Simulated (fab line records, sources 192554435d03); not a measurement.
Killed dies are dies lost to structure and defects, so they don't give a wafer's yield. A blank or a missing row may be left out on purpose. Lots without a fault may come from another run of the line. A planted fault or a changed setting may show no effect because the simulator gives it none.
Which tool did it? | flow n5_finfet | 12 lots, 36 wafers sampled, at 6 steps of a route of 1938

WHAT THE GAUGES READ, wafer by wafer
N5_BEOL_M1_CD_MEAS_28: target cd y 23.3 nm.
lot  | measured     | on        | cd_nm (nm)
L075 | day 6 13:14  | cd_sem-03 | 24.44 24.42 24.50
L077 | day 7 02:25  | cd_sem-01 | 24.35 24.67 24.50
L079 | day 7 14:35  | cd_sem-01 | 24.36 24.28 24.18
L081 | day 8 02:17  | cd_sem-01 | 23.97 23.87 23.98
L083 | day 8 09:32  | cd_sem-03 | 24.39 24.20 24.10
L085 | day 9 01:22  | cd_sem-03 | 24.08 23.90 23.49
L087 | day 9 11:01  | cd_sem-02 | 24.14 23.58 24.50
L089 | day 9 19:25  | cd_sem-03 | 24.22 23.75 23.91
L093 | day 10 19:31 | cd_sem-03 | 23.90 23.81 23.67
L094 | day 11 05:28 | cd_sem-02 | 24.45 23.99 23.92
L095 | day 11 11:28 | cd_sem-01 | 24.25 24.16 24.06
L097 | day 11 23:56 | cd_sem-03 | 24.46 23.71 24.56

WHICH TOOL RAN EACH LOT (tool, then ch and the chambers of the sampled wafers, then the start)
lot  | N5_BEOL_M0_ETCH_109                | N5_BEOL_M0_PRE_CLEAN_113     | N5_BEOL_M0_SPUTTER_132       | N5_BEOL_M0_ANNEAL_133        | N5_BEOL_M0_DEP_125
L075 | rie_diel-02 ch 2,3, day 6 05:04    | pvd_sputter-03, day 6 06:38  | pvd_sputter-03, day 6 07:15  | pvd_sputter-03, day 6 07:20  | pecvd-03 ch 0,1, day 6 08:32
L077 | rie_diel-04 ch 0,1,2, day 6 20:40  | pvd_sputter-02, day 6 20:53  | pvd_sputter-03, day 6 23:17  | pvd_sputter-03, day 6 23:22  | pecvd-04 ch 0,1, day 7 00:31
L079 | rie_diel-01 ch 0,3, day 7 07:44    | pvd_sputter-01, day 7 08:37  | pvd_sputter-01, day 7 09:18  | pvd_sputter-01, day 7 09:23  | pecvd-04 ch 0,1, day 7 10:56
L081 | rie_diel-02 ch 0,3, day 7 17:45    | pvd_sputter-02, day 7 18:52  | pvd_sputter-03, day 7 20:39  | pvd_sputter-03, day 7 20:44  | pecvd-01 ch 0,2, day 7 21:55
L083 | rie_diel-04 ch 0,1, day 8 01:47    | pvd_sputter-03, day 8 02:21  | pvd_sputter-02, day 8 05:55  | pvd_sputter-02, day 8 06:00  | pecvd-04 ch 0,2, day 8 07:10
L085 | rie_diel-01 ch 0,1,2, day 8 17:20  | pvd_sputter-03, day 8 18:07  | pvd_sputter-02, day 8 20:06  | pvd_sputter-02, day 8 20:11  | pecvd-04 ch 1,2, day 8 21:20
L087 | rie_diel-04 ch 1,2, day 9 05:22    | pvd_sputter-03, day 9 06:21  | pvd_sputter-03, day 9 07:20  | pvd_sputter-03, day 9 07:25  | pecvd-03 ch 0,1,2, day 9 08:36
L089 | rie_diel-01 ch 0,1,2, day 9 14:05  | pvd_sputter-03, day 9 14:38  | pvd_sputter-01, day 9 15:20  | pvd_sputter-01, day 9 15:25  | pecvd-04 ch 0,1,2, day 9 16:33
L093 | rie_diel-04 ch 0,3, day 10 14:12   | pvd_sputter-01, day 10 14:56 | pvd_sputter-01, day 10 15:33 | pvd_sputter-01, day 10 15:38 | pecvd-01 ch 0,1, day 10 17:00
L094 | rie_diel-01 ch 0,1,3, day 10 22:04 | pvd_sputter-03, day 10 22:52 | pvd_sputter-02, day 11 00:57 | pvd_sputter-02, day 11 01:02 | pecvd-01 ch 0,1, day 11 02:35
L095 | rie_diel-01 ch 0,2, day 11 04:19   | pvd_sputter-02, day 11 05:00 | pvd_sputter-03, day 11 05:41 | pvd_sputter-03, day 11 05:46 | pecvd-03 ch 1,2, day 11 07:14
L097 | rie_diel-01 ch 1,2,3, day 11 16:33 | pvd_sputter-01, day 11 17:32 | pvd_sputter-01, day 11 18:35 | pvd_sputter-01, day 11 18:40 | pecvd-01 ch 0,1, day 11 19:49
- N5_BEOL_M0_ETCH_109: etches SiCN in CH3F/O2, target depth 8 nm, overetch 2.4 nm, time 27.4 s.
- N5_BEOL_M0_PRE_CLEAN_113: time 30 s.
- N5_BEOL_M0_SPUTTER_132: material Cu, target thk 4 nm, time 7.37 s.
- N5_BEOL_M0_ANNEAL_133: time 60 s.
- N5_BEOL_M0_DEP_125: deposits SiCN from 3MS/NH3, target thk 8 nm, time 14 s.

THE ANSWER, worked out from the rows above alone
Rule: what is usual is taken from the lots themselves. Put in order of their means at a reading, lots are off if they are a third of the lots or fewer, leave a main group of 4 or more, and stand apart from it by a gap of 3 or more times the standard deviation of the main group's means; of several such gaps the widest counts. A main group whose means are all the same, to the digits that the tables above print for the reading, isn't used. A lot without any number at a reading at which 4 lots or more have one is off too. The other lots that the step has rows for count as sound.
No lot is off at any reading shown: from this, nothing can be told.

WHAT THE SIMULATOR HAD PUT IN
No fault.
